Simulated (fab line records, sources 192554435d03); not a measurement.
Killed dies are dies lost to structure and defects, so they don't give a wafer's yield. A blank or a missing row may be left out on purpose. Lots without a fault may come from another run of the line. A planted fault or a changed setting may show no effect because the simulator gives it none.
Which tool did it? | flow n5_finfet | 14 lots, 38 wafers sampled, at 6 steps of a route of 1938

WHAT THE GAUGES READ, wafer by wafer
N5_BEOL_M7_CD_MEAS_18: pitch 80 nm, target cd 40 nm. Usual: cd_nm 39.8 nm, standard deviation 0.59.
lot  | measured     | on        | cd_nm (nm)     | flag
L979 | day 8 20:39  | cd_sem-03 | 39.1 40.1 39.3 |
L981 | day 9 13:14  | cd_sem-02 | - - -          | OFF
L982 | day 9 13:30  | cd_sem-01 | - - -          | OFF
L984 | day 10 02:46 | cd_sem-02 | 39.7 39.9 39.9 |
L985 | day 10 03:25 | cd_sem-03 | 40.2 40.3 40.9 |
L991 | day 11 12:27 | cd_sem-01 | 39.6 39.4      |
L993 | day 12 05:23 | cd_sem-01 | 40.4 39.5 40.3 |
L995 | day 13 03:20 | cd_sem-02 | 39.7 40.3      |
L996 | day 13 08:29 | cd_sem-02 | 40.3 40.3      |
L997 | day 13 12:20 | cd_sem-01 | 39.3 38.9      |
L999 | day 13 21:16 | cd_sem-02 | 39.6 40.0 40.1 |
L100 | day 14 04:29 | cd_sem-02 | 39.7 40.3 40.0 |
L102 | day 14 12:31 | cd_sem-03 | 40.6 39.4 40.0 |
L101 | day 14 12:44 | cd_sem-01 | 40.9 40.9 40.1 |

WHICH TOOL RAN EACH LOT (tool, then ch and the chambers of the sampled wafers, then the start)
lot  | N5_BEOL_M6_SPUTTER_48        | N5_BEOL_M6_CMP_52             | N5_BEOL_M7_ILD_DEP_00           | N5_BEOL_M7_ETCH_62                 | N5_BEOL_M7_HM_OPEN_17
L979 | pvd_sputter-03, day 8 16:46  | cmp-03 ch 0,1,3, day 8 17:31  | pecvd-04 ch 0,1,2, day 8 18:01  | rie_diel-06 ch 0,1,3, day 8 20:17  | rie_metal-03 ch 0,1, day 8 20:28
L981 | pvd_sputter-03, day 9 08:27  | cmp-03 ch 1,2, day 9 09:17    | pecvd-02 ch 0,2, day 9 09:44    | rie_diel-06 ch 0,3, day 9 12:48    | rie_metal-01 ch 0,1, day 9 12:59
L982 | pvd_sputter-03, day 9 08:33  | cmp-01 ch 1,2,3, day 9 09:33  | pecvd-04 ch 0,2, day 9 10:00    | rie_diel-06 ch 0,1,2, day 9 13:03  | rie_metal-03 ch 0,1, day 9 13:14
L984 | pvd_sputter-02, day 9 21:02  | cmp-01 ch 1,2,3, day 9 22:11  | pecvd-03 ch 1,2, day 9 22:40    | rie_diel-06 ch 0,1,2, day 10 02:25 | rie_metal-01 ch 0,1, day 10 02:35
L985 | pvd_sputter-02, day 9 22:57  | cmp-02 ch 0,2, day 9 23:38    | pecvd-03 ch 0,1,2, day 10 00:07 | rie_diel-06 ch 0,2,3, day 10 02:56 | rie_metal-01 ch 0,1, day 10 03:07
L991 | pvd_sputter-02, day 11 07:35 | cmp-01 ch 0,3, day 11 08:38   | pecvd-04 ch 1, day 11 09:02     | rie_diel-06 ch 1,2, day 11 11:59   | rie_metal-01 ch 0,1, day 11 12:10
L993 | pvd_sputter-03, day 12 01:58 | cmp-03 ch 1,2,3, day 12 02:31 | pecvd-02 ch 0,1, day 12 02:58   | rie_diel-05 ch 1,2,3, day 12 04:56 | rie_metal-03 ch 0, day 12 05:08
L995 | pvd_sputter-01, day 12 21:32 | cmp-01 ch 0,2, day 12 22:07   | pecvd-03 ch 1,2, day 12 22:32   | rie_diel-06 ch 0,2, day 13 02:52   | rie_metal-02 ch 0,1, day 13 03:05
L996 | pvd_sputter-03, day 13 03:51 | cmp-03 ch 0,3, day 13 05:16   | pecvd-03 ch 0,2, day 13 05:45   | rie_diel-05 ch 0,3, day 13 08:05   | rie_metal-01 ch 0,1, day 13 08:16
L997 | pvd_sputter-01, day 13 08:10 | cmp-02 ch 0,2, day 13 08:49   | pecvd-02 ch 0,2, day 13 09:16   | rie_diel-03 ch 0,1, day 13 11:58   | rie_metal-01 ch 0,1, day 13 12:09
L999 | pvd_sputter-03, day 13 16:29 | cmp-01 ch 0,1,2, day 13 17:04 | pecvd-03 ch 0,1,2, day 13 17:30 | rie_diel-03 ch 0,3, day 13 20:44   | rie_metal-02 ch 0,1, day 13 20:56
L100 | pvd_sputter-01, day 14 00:03 | cmp-03 ch 0,1,3, day 14 00:38 | pecvd-04 ch 0,1,2, day 14 01:02 | rie_diel-06 ch 0,1,2, day 14 04:05 | rie_metal-01 ch 0,1, day 14 04:16
L102 | pvd_sputter-01, day 14 09:01 | cmp-01 ch 0,1,2, day 14 10:01 | pecvd-04 ch 0,1,2, day 14 10:30 | rie_diel-03 ch 1,2,3, day 14 12:07 | rie_metal-03 ch 0,1, day 14 12:20
L101 | pvd_sputter-01, day 14 09:12 | cmp-02 ch 1,2,3, day 14 10:14 | pecvd-03 ch 0,1,2, day 14 10:41 | rie_diel-03 ch 0,1,3, day 14 12:22 | rie_metal-02 ch 0,1, day 14 12:34
- N5_BEOL_M6_SPUTTER_48: material Cu, target thk 10 nm, time 1.667 s.
- N5_BEOL_M6_CMP_52: polishes, stops on SiCOH lowk, t overpolish 6.9 s, target thk 80 nm.
- N5_BEOL_M7_ILD_DEP_00: deposits SiCOH lowk from DEMS/porogen, target thk 179.75 nm, time 33.4 s.
- N5_BEOL_M7_ETCH_62: etches SOC in N2/H2, target depth 110 nm, overetch 22 nm, time 165 s.
- N5_BEOL_M7_HM_OPEN_17: chemistry Cl2/BCl3, target TiN, target depth 20 nm, overetch 6 nm.

WHAT THE TOOLS THEMSELVES READ (means of the sampled wafers that have a number; where no wafer has one, the mark that the record gives instead)
N5_BEOL_M6_SPUTTER_48. Usual: bias_v 60.1 V, standard deviation 0.67; throttle_valve_pct 29.9 %, standard deviation 0.96.
lot  | tool           | bias_v (V) | throttle_valve_pct (%) | flag
L979 | pvd_sputter-03 | 60.3       | 30.1                   |
L981 | pvd_sputter-03 | 60.5       | 30.2                   |
L982 | pvd_sputter-03 | 59.7       | 29.7                   |
L984 | pvd_sputter-02 | 60.1       | 29.1                   |
L985 | pvd_sputter-02 | 59.8       | 28.6                   |
L991 | pvd_sputter-02 | 60.8       | 30.7                   |
L993 | pvd_sputter-03 | 60.6       | 29.6                   |
L995 | pvd_sputter-01 | 60.5       | 30.6                   |
L996 | pvd_sputter-03 | 61.0       | 30.4                   |
L997 | pvd_sputter-01 | 60.8       | 30.0                   |
L999 | pvd_sputter-03 | 60.4       | 30.1                   |
L100 | pvd_sputter-01 | 60.3       | 29.9                   |
L102 | pvd_sputter-01 | 60.1       | 28.6                   |
L101 | pvd_sputter-01 | 59.7       | 30.5                   |

N5_BEOL_M6_CMP_52. Usual: barrier_field_endpoint_s 29.0 s, standard deviation 0.76; motor_current_A 5.8 A, standard deviation 0.51; overpolish_run_s 6.900 s, standard deviation 0.0093; retaining_ring_pressure_frac 0.999, standard deviation 0.0045; time_to_endpoint_s 63 s, standard deviation 3.2.
lot  | tool   | barrier_field_endpoint_s (s) | motor_current_A (A) | overpolish_run_s (s) | retaining_ring_pressure_frac | time_to_endpoint_s (s) | flag
L979 | cmp-03 | 28.8                         | 5.7                 | 6.894                | 1.006                        | 64                     |
L981 | cmp-03 | 29.4                         | 6.1                 | 6.899                | 0.999                        | 60                     |
L982 | cmp-01 | 29.4                         | 5.3                 | 6.908                | 0.999                        | 64                     |
L984 | cmp-01 | 28.7                         | 5.4                 | 6.896                | 1.004                        | 64                     |
L985 | cmp-02 | 28.3                         | 6.0                 | 6.901                | 0.995                        | 61                     |
L991 | cmp-01 | 28.9                         | 5.4                 | 6.911                | 0.999                        | 62                     |
L993 | cmp-03 | 27.9                         | 5.9                 | 6.901                | 0.996                        | 60                     |
L995 | cmp-01 | 28.9                         | 5.2                 | 6.891                | 1.002                        | 64                     |
L996 | cmp-03 | 27.5                         | 5.8                 | 6.898                | 0.997                        | 58                     |
L997 | cmp-02 | 28.0                         | 6.3                 | 6.899                | 0.999                        | 66                     |
L999 | cmp-01 | 29.2                         | 5.0                 | 6.904                | 0.997                        | 65                     |
L100 | cmp-03 | 28.1                         | 5.8                 | 6.906                | 1.000                        | 62                     |
L102 | cmp-01 | 29.7                         | 5.3                 | 6.902                | 1.000                        | 65                     |
L101 | cmp-02 | 29.1                         | 6.3                 | 6.896                | 0.999                        | 67                     |

N5_BEOL_M7_ILD_DEP_00. Usual: heater_power_outer_w 149 W, standard deviation 25; heater_power_w 324 W, standard deviation 31; showerhead_plenum_p_Torr 5.734 Torr, standard deviation 0.017; throttle_valve_pct 13.8 %, standard deviation 0.78.
lot  | tool     | heater_power_outer_w (W) | heater_power_w (W) | showerhead_plenum_p_Torr (Torr) | throttle_valve_pct (%) | flag
L979 | pecvd-04 | 150                      | 317                | 5.729                           | 14.2                   |
L981 | pecvd-02 | 118                      | 290                | 5.729                           | 12.6                   |
L982 | pecvd-04 | 135                      | 294                | 5.729                           | 14.6                   |
L984 | pecvd-03 | 145                      | 312                | 5.737                           | 14.4                   |
L985 | pecvd-03 | 139                      | 313                | 5.747                           | 14.1                   |
L991 | pecvd-04 | 135                      | 304                | 5.740                           | 13.9                   |
L993 | pecvd-02 | 158                      | 335                | 5.736                           | 13.6                   |
L995 | pecvd-03 | 148                      | 310                | 5.740                           | 14.4                   |
L996 | pecvd-03 | 122                      | 308                | 5.732                           | 13.8                   |
L997 | pecvd-02 | 144                      | 319                | 5.726                           | 12.9                   |
L999 | pecvd-03 | 152                      | 336                | 5.733                           | 14.0                   |
L100 | pecvd-04 | 141                      | 307                | 5.725                           | 13.9                   |
L102 | pecvd-04 | 144                      | 310                | 5.732                           | 13.8                   |
L101 | pecvd-03 | 158                      | 339                | 5.728                           | 14.1                   |

N5_BEOL_M7_ETCH_62. Usual: bias_w 150.1 W, standard deviation 0.52; chamber_pressure_mTorr 30.003 mTorr, standard deviation 0.028; drypump_motor_current_A 5.72 A, standard deviation 0.28; oes_product_au 0.64 a.u., standard deviation 0.06; rf_vpp_V 524.1 V, standard deviation 2.4; showerhead_plenum_p_Torr 2.55 Torr, standard deviation 0.082; throttle_valve_pct 17.95 %, standard deviation 0.17.
lot  | tool        | bias_w (W) | chamber_pressure_mTorr (mTorr) | drypump_motor_current_A (A) | oes_product_au (a.u.) | rf_vpp_V (V) | showerhead_plenum_p_Torr (Torr) | throttle_valve_pct (%) | flag
L979 | rie_diel-06 | 150.0      | 30.001                         | 5.84                        | 0.67                  | 525.9        | 2.59                            | 17.98                  |
L981 | rie_diel-06 | -          | -                              | -                           | -                     | -            | -                               | -                      | OFF
L982 | rie_diel-06 | -          | -                              | -                           | -                     | -            | -                               | -                      | OFF
L984 | rie_diel-06 | 150.5      | 30.004                         | 5.76                        | 0.61                  | 524.6        | 2.56                            | 17.97                  |
L985 | rie_diel-06 | 149.7      | 30.017                         | 5.72                        | 0.65                  | 523.4        | 2.55                            | 17.97                  |
L991 | rie_diel-06 | 150.3      | 29.996                         | 5.73                        | 0.60                  | 524.5        | 2.58                            | 17.96                  |
L993 | rie_diel-05 | 150.2      | 30.028                         | 5.81                        | 0.68                  | 526.1        | 2.59                            | 17.73                  |
L995 | rie_diel-06 | 150.2      | 29.989                         | 5.67                        | 0.59                  | 523.2        | 2.51                            | 18.00                  |
L996 | rie_diel-05 | 149.3      | 30.027                         | 6.00                        | 0.66                  | 523.7        | 2.55                            | 17.99                  |
L997 | rie_diel-03 | 150.9      | 30.023                         | 5.80                        | 0.58                  | 520.5        | 2.46                            | 18.16                  |
L999 | rie_diel-03 | 150.0      | 30.003                         | 5.29                        | 0.59                  | 522.9        | 2.51                            | 18.12                  |
L100 | rie_diel-06 | 149.7      | 30.025                         | 5.76                        | 0.59                  | 524.1        | 2.55                            | 18.03                  |
L102 | rie_diel-03 | 149.7      | 30.004                         | 5.67                        | 0.63                  | 523.5        | 2.54                            | 17.96                  |
L101 | rie_diel-03 | 149.9      | 30.022                         | 5.63                        | 0.59                  | 521.7        | 2.48                            | 18.13                  |

N5_BEOL_M7_HM_OPEN_17. Usual: drypump_motor_current_A 5.47 A, standard deviation 0.23; oes_product_au 0.68 a.u., standard deviation 0.07; throttle_valve_pct 22.32 %, standard deviation 0.25.
lot  | tool         | drypump_motor_current_A (A) | oes_product_au (a.u.) | throttle_valve_pct (%) | flag
L979 | rie_metal-03 | 5.57                        | 0.72                  | 22.27                  |
L981 | rie_metal-01 | 5.42                        | 0.27                  | 23.03                  | OFF
L982 | rie_metal-03 | 5.60                        | 0.31                  | 22.94                  | OFF
L984 | rie_metal-01 | 5.42                        | 0.63                  | 22.38                  |
L985 | rie_metal-01 | 5.36                        | 0.66                  | 22.14                  |
L991 | rie_metal-01 | 5.38                        | 0.63                  | 22.27                  |
L993 | rie_metal-03 | 5.45                        | 0.66                  | 22.25                  |
L995 | rie_metal-02 | 5.36                        | 0.69                  | 22.44                  |
L996 | rie_metal-01 | 5.39                        | 0.63                  | 22.26                  |
L997 | rie_metal-01 | 5.41                        | 0.62                  | 22.27                  |
L999 | rie_metal-02 | 5.45                        | 0.66                  | 22.42                  |
L100 | rie_metal-01 | 5.38                        | 0.65                  | 22.15                  |
L102 | rie_metal-03 | 5.72                        | 0.71                  | 22.36                  |
L101 | rie_metal-02 | 5.24                        | 0.69                  | 22.47                  |

THE ANSWER, worked out from the rows above alone
Rule: a lot is off if the mean of its wafers that have a number lies more than 3 standard deviations from the usual mean. A lot without any number at a reading at which 4 lots or more have one is off too. The other lots that the step has rows for count as sound. The gauges are gone through in route order, then the tools' own readings, and for those a lot's mean is taken as printed above. The first step at which some lot is off is used, and at that step the reading that is off furthest; a lot without a number counts as furthest.
Off: L981, L982, at N5_BEOL_M7_CD_MEAS_18 (cd_nm). Without a number there: L981, L982.
A tool fits if, at a process step before that reading, it ran every lot that is off, and no sound lot after the first of them. The gauges at N5_BEOL_M7_CD_MEAS_18 aren't tried: what is off there is off at N5_BEOL_M7_ETCH_62 too, on other tools, and a gauge's error can't cause that. None of those tried fits.

WHAT THE SIMULATOR HAD PUT IN
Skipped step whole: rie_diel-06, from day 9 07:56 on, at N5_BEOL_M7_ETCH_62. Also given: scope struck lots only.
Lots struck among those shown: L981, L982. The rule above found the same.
